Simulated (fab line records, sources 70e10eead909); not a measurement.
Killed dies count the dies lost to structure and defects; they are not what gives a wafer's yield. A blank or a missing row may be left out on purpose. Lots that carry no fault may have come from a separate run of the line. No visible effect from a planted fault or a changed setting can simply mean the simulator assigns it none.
Chamber matching    flow nand harc    cmp-01 running NHARC_A_M1_CMP_23: 4 sister chambers
The step polishes, t overpolish 20 s, target thk 154.34 nm. 8 wafers are shown with their chamber, then 7 later ones without.

WAFERS WITH THEIR CHAMBER
wafer   chamber  motor current A (A)  time to endpoint s (s)
L951.5  3        10.2                 35
L956.5  2        12.6                 27
L958.2  3        10.3                 29
L958.6  1        13.2                 32
L962.3  2        13.5                 23
L962.6  0        10.6                 24
L967.1  1        12.6                 38
L967.2  0        10.0                 29

WAFERS WITH NO CHAMBER GIVEN
wafer   motor current A (A)  time to endpoint s (s)
L967.4  13.0                 28
L971.1  13.5                 31
L971.4  13.6                 39
L971.5  13.1                 28
L974.1  13.5                 30
L974.3  10.5                 35
L974.4  10.8                 30

EACH ONE'S CHAMBER
wafer   from the rows above      in truth
L967.4  can't be placed: 2 or 1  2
L971.1  can't be placed: 1 or 2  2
L971.4  1                        1
L971.5  can't be placed: 2 or 1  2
L974.1  can't be placed: 2 or 1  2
L974.3  can't be placed: 3 or 0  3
L974.4  can't be placed: 3 or 0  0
1 of 7 placed correctly. Not placeable from these rows: 6 (in 6, the candidates include the true chamber). Number placed wrongly: 0.
How it was worked out, from the rows above alone: a wafer's distance from a chamber is the root of the sum, over the readings, of the square of ((its reading less the chamber's mean) divided by the reading's scatter). If the next closest chamber is less than 2 further off than the closest, the wafer can't be placed; otherwise it belongs to the closest. A chamber's mean is the mean of its shown wafers. The scatter: the root of (the sum of the squares of (reading less its chamber's mean) over the shown wafers, divided by (wafers less chambers)).
